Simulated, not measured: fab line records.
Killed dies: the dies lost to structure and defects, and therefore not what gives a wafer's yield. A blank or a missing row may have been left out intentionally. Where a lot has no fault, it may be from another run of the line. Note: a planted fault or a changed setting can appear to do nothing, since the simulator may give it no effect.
Struck lot and sound lot, side by side ; flow nandHarc ; 18 steps out of a route of 1159
Sound: the wafers L861.2, L861.5, L861.6. Wafers struck: L865.4, L865.5, L865.6. At the end, the cause is stated.
For every step that has rows: the tool of each side, followed by ch and its chambers, followed by its first start. Under that, the readings that differ: sound wafers ; struck wafers ; difference of the means ; sigmas: that difference in standard deviations of wafers without a fault.
alike: a reading whose means differ by less than 2 such deviations, as well as words and numbers matching on both sides. not compared: withheld readings; readings where some wafer has no value; bounds like >300 that might hide an equal value; numbers whose values overlap and for which the record gives no deviation.
The two part at a step that has a row with sigmas, a row that says differs or no value, or rows on one side only. Numbers that don't overlap but have no deviation are shown without sigmas and don't part them. A reading missing from all wafers of one side parts the sides only when that side holds two or more wafers.

NHARC_P_GATE_ALD_36: deposits SiNx, target thk 20 nm, pulse time 60 s, ald cycles 223.
  sound on aldSin-01 ch 0,1, day 4 16:32; struck on aldSin-03 ch 0,1, day 6 09:10
  alike: heaterPowerW, precursorPulseHeightRel
NHARC_P_GATE_ETCHBACK_37: etches the open film in CHF3/O2, target depth 34.5 nm, time 17.2 s.
  sound: rieDiel-04 ch 0,2,3; struck: rieDiel-04 ch 2,3
  alike: drypumpMotorCurrentA, oesProductAu, rfVppV, showerheadPlenumPTorr, throttleValvePct
  not compared: rfHoursCounterH
NHARC_P_GATE_STRIP_101: strips in O2, time 20 s.
  sound on rieDiel-04 ch 0,2,3, day 5 02:10; struck on rieDiel-04 ch 0,1, day 6 18:49
  alike: drypumpMotorCurrentA, oesProductAu, rfVppV, showerheadPlenumPTorr, throttleValvePct
  not compared: rfHoursCounterH
then, 9 steps without rows for these wafers: NHARC_P_GATE_PRECLEAN_97 (cleans in SPM, time 600 s); NHARC_P_GATE_SRD_98; NHARC_P_GATE_PRECLEAN_99 (cleans in SC1); NHARC_P_GATE_SRD_100; NHARC_P_GATE_DEHYDRATE_38 (time 120 s); NHARC_P_GATE_HMDS_39 (time 30 s); NHARC_P_GATE_COAT_40; NHARC_P_GATE_SOFTBAKE_41 (time 95 s); NHARC_P_GATE_EBR_42.
NHARC_P_GATE_EXPOSE_43: exposes mask P NSD, target cd 720 nm.
  sound on krfScanner-04 ch 0, day 5 02:48; struck on krfScanner-02 ch 0, day 6 19:28
reading;sound;struck;difference;sigmas
mask;P_NSD#0 P_NSD#0 P_NSD#0;P_HVPW#0 P_HVPW#0 P_HVPW#0;differs;
  alike: focusOffsetNm
then, 2 steps without rows for these wafers: NHARC_P_GATE_PEB_44 (peb time 85 s); NHARC_P_GATE_DEVELOP_45 (time 70 s).
NHARC_P_GATE_CD_MEAS_46 targets a cd of 720 nm.
  sound on cdSem-01 ch 0, day 5 02:57; struck on cdSem-02 ch 0, day 6 19:37
reading;sound;struck;difference;sigmas
cdNm (nm);725.4 723.2 716.9;- - -;no value on the struck wafers;
then, 1 step without rows for these wafers: NHARC_P_GATE_HARDBAKE_47 (time 80 s).
-- record jumps: 14 days between struck wafers' starts before vs after; left off in module P_GATE, resumes in module END, first step shown is number 1159 of the route --
NHARC_END_SORT_01:
  sound on prober-01 ch 0, day 19 14:28; struck on prober-02 ch 0, day 21 03:52
reading;sound;struck;difference;sigmas
killedAtPeriphery;2 4 7;643 648 649;+642;+99 or more
killedDies;51 38 46;677 677 677;+632;+53
  alike: killedAtArray, killedAtOther, killedOpen, killedShort

WHERE THEY PART
At NHARC_P_GATE_EXPOSE_43 first; at NHARC_END_SORT_01 last (within this record only).

WHY: what the simulator had put in
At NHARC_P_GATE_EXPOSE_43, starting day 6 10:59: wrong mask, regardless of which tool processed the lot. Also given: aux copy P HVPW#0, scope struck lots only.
